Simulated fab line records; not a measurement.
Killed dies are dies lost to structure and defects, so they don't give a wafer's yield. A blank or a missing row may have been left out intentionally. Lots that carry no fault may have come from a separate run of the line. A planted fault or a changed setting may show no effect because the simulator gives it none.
fab line records ; flow n5-finfet
record lots=11; wafers=33; last-day=19
route steps=1938 shown BEOL_M9@1445 BEOL_M10@1472
lots that met no fault: from a run of the same line without faults
start-h: hours from the record's opening day to when the first of the lot's shown wafers began ; wait-h: hours since the lot's step before ; " same as the row above ; L1.1+2: one row covering several wafers at once ; - no value present, or no start provided ; * or withheld: withheld ; < > ~ a bound
route shown NAME@n: names a module that has steps shown in the file, with the first one's number in the route ; usual: the fault-free wafers' mean and standard deviation ; same: alike in all rows ; chamber/n: place in a boat ; sites: the reading at each site ; _std_site: the values' standard deviation ; _edge_site: inner sites' mean taken away from outer sites' mean ; radius-mm: how far each site lies from the wafer's centre ; mask NAME#n: copy n ; behind: tool/chamber where the wafer was last shaped ; hold: cause of the lot's hold/its duration in hours/its outcome ; device: names the non-switching transistor (n, p or np) ; end of line: tests run on the same wafers once the route is complete ; a step given without rows: its recipe and nothing more ; killed: the dies lost at the first sort to structure and to defects; this is not the yield of the wafer ; map: shows each die of a wafer: x if killed, . if not, _ if none is there
set.NAME: the run value of the setting; set.NAME@STEP: its run value at that earlier step ; model.NAME: the simulator's own value behind a step, which no gauge read
steps of the route over a sample of lots; a table a step, a row a wafer
services: the hour from which a tool's chamber was out of use, counted from the record's first day as start-h (under 0 if before that day), plus the number of hours and why
## steps
# step N5_BEOL_M9_STRIP_36
# recipe chemistry=N2/H2; power-w=450; temp-c=40; pressure-mtorr=20; rf-frequency-hz=6e+07; overash-fraction=0.3; bias-power-w=7; h2-frac=0.5; n2-flow-sccm=200; h2-flow-sccm=200
# usual drypump-motor-current-A=5.5/0.5; oes-product-au=0.79/0.084; rf-vpp-V=59.3/1.6; showerhead-plenum-p-Torr=2.56/0.1; throttle-valve-pct=23.63/0.3
lot.wafer;tool;chamber;start-h;wait-h;drypump-motor-current-A;oes-product-au;rf-hours-counter-h;rf-vpp-V;showerhead-plenum-p-Torr;throttle-valve-pct
L815.1;rie-diel-05;3;210.58;0.0;6.1;0.87;41;60.4;2.46;23.27
L815.3;rie-diel-05;2;210.58;0.0;5.0;0.94;22;59.6;2.69;23.67
L815.5;rie-diel-05;3;210.58;0.0;6.1;0.87;-;60.5;2.46;23.28
L817.1;rie-diel-05;1;226.09;0.0;5.6;0.81;68;60.6;2.68;23.59
L817.4;rie-diel-05;0;226.09;0.0;5.8;0.83;78;58.7;2.68;23.41
L817.6;rie-diel-05;0;226.09;0.0;5.8;0.81;-;62.8;2.68;23.44
L818.1;rie-diel-05;1;229.05;0.0;5.6;0.81;70;61.4;2.68;23.61
L818.4;rie-diel-05;0;229.05;0.0;5.8;0.81;80;60.0;2.68;23.43
L818.6;rie-diel-05;3;229.05;0.0;6.1;0.86;-;60.2;2.46;23.29
L816.2;rie-diel-05;2;239.81;0.0;5.0;0.91;30;61.7;2.69;23.67
L816.4;rie-diel-05;0;239.81;0.0;5.8;0.82;82;56.6;2.68;23.41
L816.6;rie-diel-05;2;239.81;0.0;5.0;0.92;-;59.5;2.69;23.69
L819.2;rie-diel-03;1;247.30;0.0;6.1;0.70;185;59.0;2.52;23.83
L819.4;rie-diel-03;3;247.30;0.0;6.3;0.92;25;58.4;2.47;23.62
L819.6;rie-diel-03;2;247.30;0.0;6.2;0.98;-;57.9;2.60;23.07
L822.1;rie-diel-03;0;275.47;0.0;4.9;0.74;188;60.9;2.42;23.90
L822.2;rie-diel-03;1;275.47;0.0;6.1;0.70;194;58.9;2.52;23.86
L822.6;rie-diel-03;2;275.47;0.0;6.2;0.93;-;59.3;2.59;23.12
L824.2;rie-diel-04;3;278.63;0.0;4.9;0.74;192;58.6;2.62;23.82
L824.4;rie-diel-04;1;278.63;0.0;4.9;0.73;184;59.6;2.63;24.25
L824.6;rie-diel-04;1;278.63;0.0;4.9;0.74;-;63.6;2.63;24.23
L825.2;rie-diel-05;1;301.35;0.0;5.6;0.81;90;58.0;2.67;23.64
L825.5;rie-diel-05;2;301.35;0.0;5.0;0.88;-;59.7;2.68;23.70
L825.6;rie-diel-05;1;301.35;0.0;5.6;0.80;-;58.9;2.67;23.63
L831.3;rie-diel-05;1;318.85;0.0;5.6;0.79;96;62.3;2.67;23.64
L831.4;rie-diel-05;2;318.85;0.0;5.0;0.88;53;61.3;2.68;23.72
L831.6;rie-diel-05;0;318.85;0.0;5.8;0.79;-;59.1;2.67;23.47
L833.3;rie-diel-05;0;333.18;0.0;5.8;0.80;110;58.6;2.67;23.45
L833.5;rie-diel-05;2;333.18;0.0;5.0;0.87;-;59.7;2.67;23.73
L833.6;rie-diel-05;3;333.18;0.0;6.1;0.82;-;56.8;2.44;23.34
L838.3;rie-diel-04;1;385.29;0.0;5.0;0.70;216;58.2;2.61;24.26
L838.4;rie-diel-04;1;385.29;0.0;5.0;0.70;-;60.2;2.61;24.28
L838.5;rie-diel-04;0;385.29;0.0;5.3;0.69;-;57.4;2.52;23.45
# step N5_BEOL_M9_CVD_78
# recipe material=Co; target-thk-a=20; temp-c=withheld; precursor=CCTBA/H2; pressure-torr=30; time-s=138.9
# usual run-length-s=161.6/0.59
lot.wafer;tool;chamber;start-h;wait-h;run-length-s
L815.1;cvd-co-02;0;212.24;0.0;162.2
L815.3;cvd-co-02;2;212.24;0.0;161.6
L815.5;cvd-co-02;1;212.24;0.0;162.1
L817.1;cvd-co-01;0;227.67;0.3;161.5
L817.4;cvd-co-01;1;227.67;0.3;161.8
L817.6;cvd-co-01;0;227.67;0.3;162.1
L818.1;cvd-co-02;2;230.43;0.2;161.2
L818.4;cvd-co-02;1;230.43;0.2;162.4
L818.6;cvd-co-02;0;230.43;0.2;161.9
L816.2;cvd-co-02;0;242.80;0.3;161.8
L816.4;cvd-co-02;1;242.80;0.3;162.5
L816.6;cvd-co-02;2;242.80;0.3;160.6
L819.2;cvd-co-01;1;248.66;0.2;161.4
L819.4;cvd-co-01;2;248.66;0.2;161.4
L819.6;cvd-co-01;0;248.66;0.2;162.2
L822.1;cvd-co-01;1;278.91;0.2;161.6
L822.2;cvd-co-01;2;278.91;0.2;160.6
L822.6;cvd-co-01;2;278.91;0.2;161.2
L824.2;cvd-co-01;0;280.38;0.0;161.5
L824.4;cvd-co-01;2;280.38;0.0;160.7
L824.6;cvd-co-01;0;280.38;0.0;162.3
L825.2;cvd-co-02;0;302.84;0.1;161.8
L825.5;cvd-co-02;0;302.84;0.1;161.9
L825.6;cvd-co-02;1;302.84;0.1;161.9
L831.3;cvd-co-02;1;320.35;0.0;69.7
L831.4;cvd-co-02;1;320.35;0.0;162.3
L831.6;cvd-co-02;2;320.35;0.0;161.3
L833.3;cvd-co-02;1;334.73;0.4;70.0
L833.5;cvd-co-02;1;334.73;0.4;69.9
L833.6;cvd-co-02;2;334.73;0.4;160.6
L838.3;cvd-co-01;0;386.95;0.0;161.6
L838.4;cvd-co-01;1;386.95;0.0;161.8
L838.5;cvd-co-01;0;386.95;0.0;161.8
# step N5_BEOL_M9_SPUTTER_48
# recipe material=Cu; target-thk-a=120; temp-c=-20; bias-v=60; power-w=26000; chamber-pressure-pa=0.13; time-s=2
# usual throttle-valve-pct=29.6/1.2
lot.wafer;tool;chamber;start-h;wait-h;throttle-valve-pct
L815.1;pvd-sputter-01;-;212.41;0.1;29.8
L815.3;pvd-sputter-01;-;212.41;0.1;27.2
L815.5;pvd-sputter-01;-;212.41;0.1;30.1
L817.1;pvd-sputter-02;-;229.26;1.5;29.3
L817.4;pvd-sputter-02;-;229.26;1.5;31.6
L817.6;pvd-sputter-02;-;229.26;1.5;29.8
L818.1;pvd-sputter-01;-;232.40;1.9;29.8
L818.4;pvd-sputter-01;-;232.40;1.9;30.3
L818.6;pvd-sputter-01;-;232.40;1.9;30.2
L816.2;pvd-sputter-03;-;243.51;0.7;28.3
L816.4;pvd-sputter-03;-;243.51;0.7;30.9
L816.6;pvd-sputter-03;-;243.51;0.7;31.1
L819.2;pvd-sputter-02;-;249.45;0.7;29.2
L819.4;pvd-sputter-02;-;249.45;0.7;29.7
L819.6;pvd-sputter-02;-;249.45;0.7;29.2
L822.1;pvd-sputter-02;-;279.13;0.2;29.1
L822.2;pvd-sputter-02;-;279.13;0.2;31.6
L822.6;pvd-sputter-02;-;279.13;0.2;29.7
L824.2;pvd-sputter-02;-;280.53;0.1;29.3
L824.4;pvd-sputter-02;-;280.53;0.1;29.8
L824.6;pvd-sputter-02;-;280.53;0.1;29.3
L825.2;pvd-sputter-01;-;302.95;0.1;30.2
L825.5;pvd-sputter-01;-;302.95;0.1;29.7
L825.6;pvd-sputter-01;-;302.95;0.1;29.8
L831.3;pvd-sputter-01;-;320.51;0.1;30.0
L831.4;pvd-sputter-01;-;320.51;0.1;26.8
L831.6;pvd-sputter-01;-;320.51;0.1;30.2
L833.3;pvd-sputter-01;-;335.27;0.5;30.1
L833.5;pvd-sputter-01;-;335.27;0.5;30.3
L833.6;pvd-sputter-01;-;335.27;0.5;30.0
L838.3;pvd-sputter-01;-;387.49;0.5;30.1
L838.4;pvd-sputter-01;-;387.49;0.5;29.6
L838.5;pvd-sputter-01;-;387.49;0.5;30.0
# step N5_BEOL_M10_THK_MEAS_01
# recipe reads=SiCOH_lowk_of_BEOL_M10_ILD_DEP_00
# usual M10_ILD_THK=267/3.8
lot.wafer;tool;chamber;start-h;wait-h;M10_ILD_THK[nm]
L815.1;film-metro-02;-;216.45;0.4;265
L815.3;film-metro-02;-;216.45;0.4;262
L815.5;film-metro-02;-;216.45;0.4;274
L817.1;film-metro-02;-;231.66;0.4;264
L817.4;film-metro-02;-;231.66;0.4;268
L817.6;film-metro-02;-;231.66;0.4;268
L818.1;film-metro-01;-;234.51;0.4;267
L818.4;film-metro-01;-;234.51;0.4;273
L818.6;film-metro-01;-;234.51;0.4;272
L816.2;film-metro-01;-;245.11;0.4;267
L816.4;film-metro-01;-;245.11;0.4;270
L816.6;film-metro-01;-;245.11;0.4;274
L819.2;film-metro-02;-;251.13;0.4;265
L819.4;film-metro-02;-;251.13;0.4;269
L819.6;film-metro-02;-;251.13;0.4;271
L822.1;film-metro-02;-;281.04;0.4;264
L822.2;film-metro-02;-;281.04;0.4;268
L822.6;film-metro-02;-;281.04;0.4;271
L824.2;film-metro-01;-;282.20;0.4;266
L824.4;film-metro-01;-;282.20;0.4;273
L824.6;film-metro-01;-;282.20;0.4;270
L825.2;film-metro-02;-;304.73;0.4;259
L825.5;film-metro-02;-;304.73;0.4;266
L825.6;film-metro-02;-;304.73;0.4;268
L831.3;film-metro-01;-;322.12;0.3;266
L831.4;film-metro-01;-;322.12;0.3;271
L831.6;film-metro-01;-;322.12;0.3;270
L833.3;film-metro-02;-;336.96;0.3;262
L833.5;film-metro-02;-;336.96;0.3;266
L833.6;film-metro-02;-;336.96;0.3;265
L838.3;film-metro-01;-;389.10;0.3;264
L838.4;film-metro-01;-;389.10;0.3;265
L838.5;film-metro-01;-;389.10;0.3;265
## services
tool;chamber;start-h;hours;kind
rie-diel-05;-;187.41;14.6;pm
rie-diel-03;0;196.77;6.4;repair
rie-diel-04;3;200.90;12.8;repair
cvd-co-02;-;210.13;0.5;repair
rie-diel-04;2;216.19;9.9;repair
rie-diel-03;2;216.52;-;clean
rie-diel-03;2;216.52;-;consumable-replace:focus-ring
rie-diel-03;2;216.52;17.4;scheduled-down
rie-diel-03;2;216.52;17.4;vent-cycle
rie-diel-05;3;251.62;3.5;repair
rie-diel-03;-;253.91;0.7;repair
cvd-co-01;1;294.59;7.7;repair
rie-diel-04;3;309.13;11.7;repair
rie-diel-04;1;326.22;4.5;repair
cvd-co-01;1;333.33;-;clean
cvd-co-01;1;333.33;22.0;scheduled-down
cvd-co-01;1;333.33;22.0;vent-cycle
cvd-co-01;-;347.99;6.0;pm
rie-diel-04;3;358.52;5.5;repair
cvd-co-01;-;366.67;2.8;pm
rie-diel-04;2;371.62;-;clean
rie-diel-04;2;371.62;-;consumable-replace:focus-ring
rie-diel-04;2;371.62;-;consumable-replace:showerhead
rie-diel-04;2;371.62;24.5;scheduled-down
## key
first-sign step=N5_BEOL_M9_CVD_78; reading=run-length-s; direction=down; sigmas=99+; usual=*; struck=*
effect none on later readings
met-at N5_BEOL_M9_CVD_78
struck-lots L831,L833
struck-wafers L831.3,L833.3,L833.5
not-acting-at N5_BEOL_M9_STRIP_36,N5_BEOL_M9_SPUTTER_48,N5_BEOL_M10_THK_MEAS_01
onset-between 302.84 320.35
fault kind=process-parameter-drift; tool=cvd-co-02; chamber=-; onset-h=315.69; steps=N5_BEOL_M9_CVD_78; channel=time-s; offset=*; shape=step; end-h=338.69; scope=struck-wafers-only; acts-in=*; stated=*
